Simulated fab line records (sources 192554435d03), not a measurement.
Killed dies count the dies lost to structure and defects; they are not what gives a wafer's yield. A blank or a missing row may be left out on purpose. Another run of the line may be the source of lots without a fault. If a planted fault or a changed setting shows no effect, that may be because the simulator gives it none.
fab line records -- flow n5_finfet -- part 2 of 2: steps 5 to 6 of 6
[record] lots = 24, wafers = 72, last_day = 18
route steps=1938 shown SDB@375 HKMG_FIN@398
lots that met no fault: from a run of the same line without faults
start_h: start of the lot's first displayed wafer, in hours after the record's first day -- wait_h: hours elapsed since this lot's preceding step -- " same as the row above -- L1.1+2: one row covering several wafers at once -- - no value, or no start given -- * or withheld: withheld -- < > ~ a bound
route shown NAME@n: a module of which the file shows steps, and the number in the route of the first -- usual: mean/standard deviation of fault-free wafers -- same: alike in all rows -- chamber/n: place in a boat -- sites: the reading at each site -- _std_site: standard deviation across them -- _edge_site: outer sites' mean less inner sites' -- radius_mm: for every site, how far away it sits from the centre of the wafer -- mask NAME#n: copy n -- behind: the tool/chamber that last shaped the wafer -- hold: cause of the lot's hold/its duration in hours/its outcome -- device: the n, p or np transistor that did not switch -- end of line: the same wafers' tests at the end of the route -- step lacking rows: just its recipe -- killed: dies lost to structure and defects at the first sort, not the wafer's yield -- map: a wafer's dies, marking killed ones x, the rest . and places with no die _
set.NAME: the run value of the setting; set.NAME@STEP: its run value at that earlier step -- model.NAME: the simulator's own value behind a step, which no gauge read
one table for each step of the route and one row for each wafer, over a sample of lots
services: from which hour (start_h, from the record's first day; less than 0 if before it) a tool's chamber was out of use, for how many hours, and why
[[steps]]
[step N5_HKMG_FIN_ETCH_86]
[recipe] chemistry = N2/H2, target = SOC, target_depth_a = 3932, stop_on = TiN, ion_energy_ev = 100, bias_w = 61, pressure_mtorr = 30, source_w = 850, n2_flow_sccm = 200, h2_flow_sccm = 200
[usual] bias_w = 61.03/0.18, drypump_motor_current_A = 5.5/0.38, oes_product_au = 0.76/0.081, rf_vpp_V = 240.3/1.5, showerhead_plenum_p_Torr = 2.52/0.094, throttle_valve_pct = 17.81/0.2
lot.wafer,tool,chamber,start_h,wait_h,bias_w,drypump_motor_current_A,oes_product_au,rf_hours_counter_h,rf_vpp_V,showerhead_plenum_p_Torr,throttle_valve_pct
L074.1,rie_diel-04,1,79.94,-,61.09,5.3,0.72,185,242.8,2.62,17.91
L074.2,rie_diel-04,2,79.94,-,61.05,4.8,0.95,8,240.3,2.49,17.52
L074.3,rie_diel-04,0,79.94,-,61.41,5.9,0.72,161,240.0,2.44,17.95
L075.3,rie_diel-04,2,84.23,-,61.05,4.8,0.94,9,239.3,2.49,17.51
L075.4,rie_diel-04,1,84.23,-,61.11,5.3,0.72,187,242.4,2.62,17.90
L075.6,rie_diel-04,1,84.23,-,61.05,5.3,0.72,-,243.0,2.62,17.89
L076.3,rie_diel-04,1,90.16,-,60.72,5.3,0.72,188,244.0,2.62,17.89
L076.4,rie_diel-04,2,90.16,-,61.14,4.8,0.93,11,239.0,2.48,17.50
L076.6,rie_diel-04,3,90.16,-,60.76,5.7,0.72,-,239.0,2.43,17.79
L077.3,rie_diel-04,1,97.99,-,61.07,5.3,0.72,192,241.8,2.62,17.91
L077.4,rie_diel-04,2,97.99,-,61.03,4.8,0.93,14,241.2,2.48,17.53
L077.6,rie_diel-04,0,97.99,-,60.71,5.9,0.71,-,237.3,2.43,17.95
L078.2,rie_diel-05,2,102.97,-,61.21,5.9,0.73,167,242.2,2.65,17.80
L078.4,rie_diel-05,3,102.97,-,60.80,5.7,0.69,244,239.3,2.40,18.08
L078.5,rie_diel-05,3,102.97,-,61.10,5.7,0.69,-,238.1,2.40,18.09
L079.3,rie_diel-05,1,110.55,-,61.29,5.5,0.75,165,240.4,2.44,17.93
L079.4,rie_diel-05,2,110.55,-,61.28,5.9,0.73,170,242.6,2.65,17.81
L079.6,rie_diel-05,3,110.55,-,60.88,5.7,0.68,-,238.4,2.40,18.09
L080.1,rie_diel-04,2,116.10,-,60.82,4.8,0.92,19,238.9,2.48,17.51
L080.4,rie_diel-04,0,116.10,-,60.85,5.9,0.71,174,239.1,2.43,17.96
L080.6,rie_diel-04,3,116.10,-,60.60,5.6,0.71,-,240.3,2.43,17.80
L081.1,rie_diel-04,0,124.17,-,60.95,5.9,0.71,177,238.5,2.43,17.96
L081.2,rie_diel-04,3,124.17,-,60.93,5.6,0.71,174,239.0,2.43,17.79
L081.5,rie_diel-04,0,124.17,-,61.08,5.8,0.70,-,238.7,2.43,17.96
L082.1,rie_diel-04,0,129.64,-,61.06,5.9,0.71,178,239.7,2.43,17.97
L082.4,rie_diel-04,1,129.64,-,60.75,5.3,0.70,201,240.3,2.61,17.91
L082.5,rie_diel-04,0,129.64,-,61.07,5.9,0.71,-,239.2,2.43,17.97
L083.1,rie_diel-04,3,138.17,-,60.83,5.7,0.71,179,238.7,2.43,17.79
L083.2,rie_diel-04,1,138.17,-,61.10,5.3,0.71,204,242.3,2.61,17.92
L083.5,rie_diel-04,3,138.17,-,61.00,5.6,0.71,-,240.5,2.43,17.81
L084.1,rie_diel-05,3,147.43,-,61.42,5.7,0.93,6,243.9,2.72,17.64
L084.5,rie_diel-05,2,147.43,-,61.39,5.9,0.72,-,241.3,2.64,17.84
L084.6,rie_diel-05,1,147.43,-,61.09,5.5,0.74,-,239.3,2.43,17.99
L085.2,rie_diel-04,2,151.24,-,61.03,4.8,0.89,31,240.5,2.48,17.54
L085.4,rie_diel-04,1,151.24,-,60.75,5.3,0.71,208,242.8,2.61,17.93
L085.6,rie_diel-04,2,151.24,-,60.84,4.8,0.89,-,239.7,2.48,17.54
L086.1,rie_diel-04,2,154.25,-,61.13,4.8,0.89,32,240.1,2.48,17.55
L086.2,rie_diel-04,1,154.25,-,61.07,5.3,0.70,210,241.8,2.61,17.94
L086.4,rie_diel-04,0,154.25,-,60.96,5.9,0.69,187,238.0,2.43,17.98
L087.1,rie_diel-02,1,158.32,-,61.04,5.0,0.87,26,240.4,2.59,17.45
L087.2,rie_diel-02,3,158.32,-,60.76,5.4,0.90,30,241.9,2.57,17.56
L087.6,rie_diel-02,3,158.32,-,60.88,5.4,0.90,-,241.0,2.57,17.56
L088.2,rie_diel-04,1,162.56,-,61.22,5.3,0.70,213,241.1,2.61,17.94
L088.5,rie_diel-04,2,162.56,-,61.15,4.8,0.89,-,240.1,2.47,17.56
L088.6,rie_diel-04,1,162.56,-,61.13,5.3,0.70,-,240.8,2.61,17.95
L089.3,rie_diel-04,3,169.17,-,61.09,5.6,0.70,189,239.2,2.42,17.83
L089.4,rie_diel-04,3,169.17,-,61.21,5.6,0.71,-,239.0,2.42,17.83
L089.5,rie_diel-04,0,169.17,-,60.79,5.9,0.69,-,238.7,2.42,17.99
L090.2,rie_diel-05,0,170.90,-,61.35,4.9,0.80,78,241.3,2.58,17.44
L090.3,rie_diel-05,1,170.90,-,61.23,5.5,0.74,188,238.9,2.43,17.98
L090.4,rie_diel-05,3,170.90,-,60.86,5.7,0.90,14,242.3,2.71,17.65
L091.1,rie_diel-02,0,180.43,-,60.90,5.7,0.71,199,239.4,2.44,18.11
L091.3,rie_diel-02,3,180.43,-,60.64,5.4,0.88,36,239.9,2.57,17.57
L091.4,rie_diel-02,2,180.43,-,61.14,5.9,0.71,197,242.4,2.64,17.99
L092.2,rie_diel-02,1,189.66,-,60.91,5.0,0.85,35,240.6,2.59,17.45
L092.5,rie_diel-02,2,189.66,-,60.95,5.9,0.71,-,242.0,2.64,18.01
L092.6,rie_diel-02,3,189.66,-,61.06,5.4,0.88,-,240.7,2.57,17.56
L093.1,rie_diel-04,0,190.19,-,61.24,5.8,0.69,200,238.3,2.42,17.99
L093.2,rie_diel-04,2,190.19,-,61.18,4.8,0.87,45,240.0,2.47,17.57
L093.3,rie_diel-04,3,190.19,-,61.14,5.6,0.70,197,240.3,2.42,17.83
L094.4,rie_diel-05,0,197.87,-,60.81,4.9,0.79,88,241.2,2.57,17.45
L094.5,rie_diel-05,2,197.87,-,61.21,5.9,0.70,-,241.7,2.63,17.86
L094.6,rie_diel-05,1,197.87,-,61.09,5.5,0.73,-,239.3,2.42,18.01
L095.2,rie_diel-02,2,201.74,-,60.97,5.9,0.70,205,241.8,2.64,18.02
L095.4,rie_diel-02,3,201.74,-,60.68,5.4,0.88,43,240.9,2.57,17.59
L095.5,rie_diel-02,2,201.74,-,61.03,5.9,0.71,-,241.3,2.64,18.01
L096.1,rie_diel-04,0,205.67,-,60.95,5.9,0.69,205,238.2,2.42,18.02
L096.2,rie_diel-04,1,205.67,-,60.78,5.3,0.70,224,241.8,2.60,17.97
L096.4,rie_diel-04,2,205.67,-,60.93,4.8,0.86,50,239.6,2.47,17.58
L097.4,rie_diel-05,3,215.69,-,60.85,5.7,0.87,-,242.0,2.71,17.68
L097.5,rie_diel-05,3,215.69,-,61.15,5.7,0.87,-,242.9,2.71,17.68
L097.6,rie_diel-05,2,215.69,-,60.81,5.9,0.70,-,242.4,2.63,17.86
[step N5_HKMG_FIN_STRIP_69]
[recipe] chemistry = N2/H2, power_w = 2500, temp_c = 300, h2_frac = 0.65, time_s = 360, pressure_mtorr = withheld, n2_flow_sccm = 1750, h2_flow_sccm = 3250
[usual] drypump_motor_current_A = 5.73/0.27, heater_power_w = 484/42
lot.wafer,tool,chamber,start_h,wait_h,drypump_motor_current_A,heater_power_w,rf_hours_counter_h
L074.1,plasma_asher-01,0,81.49,0.2,5.92,505,88
L074.2,plasma_asher-01,1,81.49,0.2,5.26,544,88
L074.3,plasma_asher-01,1,81.49,0.2,5.24,542,-
L075.3,plasma_asher-02,1,85.80,0.2,5.92,450,-
L075.4,plasma_asher-02,0,85.80,0.2,5.81,439,-
L075.6,plasma_asher-02,1,85.80,0.2,5.93,434,-
L076.3,plasma_asher-01,1,91.71,0.2,5.25,557,-
L076.4,plasma_asher-01,0,91.71,0.2,5.92,503,-
L076.6,plasma_asher-01,1,91.71,0.2,5.24,541,-
L077.3,plasma_asher-01,1,99.54,0.2,5.29,531,-
L077.4,plasma_asher-01,0,99.54,0.2,5.91,513,-
L077.6,plasma_asher-01,0,99.54,0.2,5.91,510,-
L078.2,plasma_asher-02,1,104.40,0.1,5.90,440,43
L078.4,plasma_asher-02,0,104.40,0.1,5.80,454,-
L078.5,plasma_asher-02,0,104.40,0.1,5.84,444,-
L079.3,plasma_asher-01,1,112.21,0.2,5.28,545,-
L079.4,plasma_asher-01,0,112.21,0.2,5.89,508,-
L079.6,plasma_asher-01,1,112.21,0.2,5.27,537,-
L080.1,plasma_asher-01,0,117.53,0.1,5.92,490,95
L080.4,plasma_asher-01,0,117.53,0.1,5.90,506,-
L080.6,plasma_asher-01,1,117.53,0.1,5.25,529,-
L081.1,plasma_asher-01,1,125.61,0.1,5.29,551,97
L081.2,plasma_asher-01,0,125.61,0.1,5.90,514,97
L081.5,plasma_asher-01,1,125.61,0.1,5.31,526,-
L082.1,plasma_asher-02,0,131.08,0.1,5.81,433,48
L082.4,plasma_asher-02,1,131.08,0.1,5.91,424,-
L082.5,plasma_asher-02,0,131.08,0.1,5.80,442,-
L083.1,plasma_asher-02,0,139.61,0.1,5.85,467,49
L083.2,plasma_asher-02,1,139.61,0.1,5.93,437,49
L083.5,plasma_asher-02,0,139.61,0.1,5.84,461,-
L084.1,plasma_asher-02,1,148.86,0.1,5.91,440,51
L084.5,plasma_asher-02,1,148.86,0.1,5.91,437,-
L084.6,plasma_asher-02,0,148.86,0.1,5.81,450,-
L085.2,plasma_asher-02,1,152.72,0.1,5.90,448,52
L085.4,plasma_asher-02,0,152.72,0.1,5.82,459,-
L085.6,plasma_asher-02,1,152.72,0.1,5.91,433,-
L086.1,plasma_asher-02,1,156.16,0.2,5.91,439,54
L086.2,plasma_asher-02,0,156.16,0.2,5.79,444,54
L086.4,plasma_asher-02,1,156.16,0.2,5.90,430,-
L087.1,plasma_asher-02,1,159.87,0.1,5.87,455,55
L087.2,plasma_asher-02,0,159.87,0.1,5.82,462,55
L087.6,plasma_asher-02,1,159.87,0.1,5.90,444,-
L088.2,plasma_asher-02,1,163.99,0.1,5.94,434,56
L088.5,plasma_asher-02,1,163.99,0.1,5.93,444,-
L088.6,plasma_asher-02,0,163.99,0.1,5.86,448,-
L089.3,plasma_asher-02,0,171.04,0.3,5.84,458,-
L089.4,plasma_asher-02,1,171.04,0.3,5.91,456,-
L089.5,plasma_asher-02,1,171.04,0.3,5.91,436,-
L090.2,plasma_asher-01,0,172.50,0.2,5.91,499,106
L090.3,plasma_asher-01,0,172.50,0.2,5.89,510,-
L090.4,plasma_asher-01,1,172.50,0.2,5.25,539,-
L091.1,plasma_asher-01,1,181.86,0.1,5.27,543,108
L091.3,plasma_asher-01,0,181.86,0.1,5.87,495,-
L091.4,plasma_asher-01,1,181.86,0.1,5.27,548,-
L092.2,plasma_asher-01,1,191.10,0.1,5.26,550,110
L092.5,plasma_asher-01,0,191.10,0.1,5.90,511,-
L092.6,plasma_asher-01,1,191.10,0.1,5.26,541,-
L093.1,plasma_asher-01,0,191.62,0.1,5.92,504,110
L093.2,plasma_asher-01,1,191.62,0.1,5.26,525,110
L093.3,plasma_asher-01,1,191.62,0.1,5.24,555,-
L094.4,plasma_asher-01,1,199.42,0.2,5.30,541,-
L094.5,plasma_asher-01,0,199.42,0.2,5.90,498,-
L094.6,plasma_asher-01,1,199.42,0.2,5.29,533,-
L095.2,plasma_asher-01,0,203.17,0.1,5.92,508,112
L095.4,plasma_asher-01,0,203.17,0.1,5.91,514,-
L095.5,plasma_asher-01,0,203.17,0.1,5.90,505,-
L096.1,plasma_asher-02,0,207.11,0.1,5.80,452,65
L096.2,plasma_asher-02,1,207.11,0.1,5.90,433,65
L096.4,plasma_asher-02,0,207.11,0.1,5.80,451,-
L097.4,plasma_asher-02,0,217.35,0.2,5.84,455,-
L097.5,plasma_asher-02,1,217.35,0.2,5.93,442,-
L097.6,plasma_asher-02,0,217.35,0.2,5.77,445,-
[[services]]
tool,chamber,start_h,hours,kind
rie_diel-02,1,54.22,-,clean
rie_diel-02,1,54.22,-,consumable_replace:focus_ring
rie_diel-02,1,54.22,14.8,scheduled_down
rie_diel-02,1,54.22,14.8,vent_cycle
rie_diel-02,-,63.38,14.6,pm
plasma_asher-02,-,95.13,2.8,pm
rie_diel-04,-,99.96,4.3,pm
rie_diel-02,-,110.97,2.8,pm
rie_diel-05,0,113.45,3.9,repair
rie_diel-05,-,116.55,0.5,repair
rie_diel-05,3,117.37,-,clean
rie_diel-05,3,117.37,-,consumable_replace:focus_ring
rie_diel-05,3,117.37,-,consumable_replace:showerhead
rie_diel-05,3,117.37,14.9,scheduled_down
rie_diel-05,3,117.37,14.9,vent_cycle
rie_diel-04,3,144.48,1.3,repair
plasma_asher-01,-,152.33,4.6,repair
rie_diel-04,1,165.57,6.6,repair
rie_diel-02,1,169.13,2.1,repair
rie_diel-04,-,212.45,14.6,pm
rie_diel-05,0,213.96,11.5,repair
